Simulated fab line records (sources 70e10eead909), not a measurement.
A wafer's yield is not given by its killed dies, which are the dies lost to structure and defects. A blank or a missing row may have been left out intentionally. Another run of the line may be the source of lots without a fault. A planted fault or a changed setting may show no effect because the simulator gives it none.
Matching of chambers :: flow nand_harc :: NHARC_P_GATE_ETCH_104 on rie_diel-03: 4 sister chambers
The step etches the open film in CF4/CHF3, target depth 60 nm. 4 wafers are shown with their chamber, then 8 later ones without.

## WAFERS PAIRED WITH THEIR CHAMBERS
wafer: L082.3
chamber: 0
drypump_motor_current_A (A): 5.5

wafer: L086.5
chamber: 2
drypump_motor_current_A (A): 5.9

wafer: L086.6
chamber: 3
drypump_motor_current_A (A): 6.1

wafer: L091.1
chamber: 1
drypump_motor_current_A (A): 6.0

## WAFERS WITH NO CHAMBER GIVEN
wafer: L091.3
drypump_motor_current_A (A): 5.4

wafer: L091.6
drypump_motor_current_A (A): 5.5

wafer: L092.3
drypump_motor_current_A (A): 5.9

wafer: L092.4
drypump_motor_current_A (A): 5.5

wafer: L092.6
drypump_motor_current_A (A): 6.1

wafer: L097.2
drypump_motor_current_A (A): 5.9

wafer: L097.4
drypump_motor_current_A (A): 6.1

wafer: L097.5
drypump_motor_current_A (A): 6.1

## CHAMBER TAKEN BY EACH
wafer: L091.3
from the rows above: 0
in truth: 0

wafer: L091.6
from the rows above: 0
in truth: 0

wafer: L092.3
from the rows above: 2
in truth: 2

wafer: L092.4
from the rows above: 0
in truth: 0

wafer: L092.6
from the rows above: 3
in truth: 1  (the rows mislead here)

wafer: L097.2
from the rows above: 2
in truth: 2

wafer: L097.4
from the rows above: 3
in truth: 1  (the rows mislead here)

wafer: L097.5
from the rows above: 3
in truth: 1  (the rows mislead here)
Placed correctly: 5 of 8. Left unplaced by these rows: 0. Placed wrongly: 3.
How it was worked out, from the rows above alone: a wafer's distance from a chamber is the root of the sum, over the readings, of the square of ((its reading less the chamber's mean) divided by the reading's scatter). If the next closest chamber is less than 2 further off than the closest, the wafer can't be placed; otherwise it belongs to the closest. A chamber's mean is the mean of its shown wafers. The scatter: root of mean squared gap, hidden wafer to nearest shown wafer, with one shown wafer a chamber.
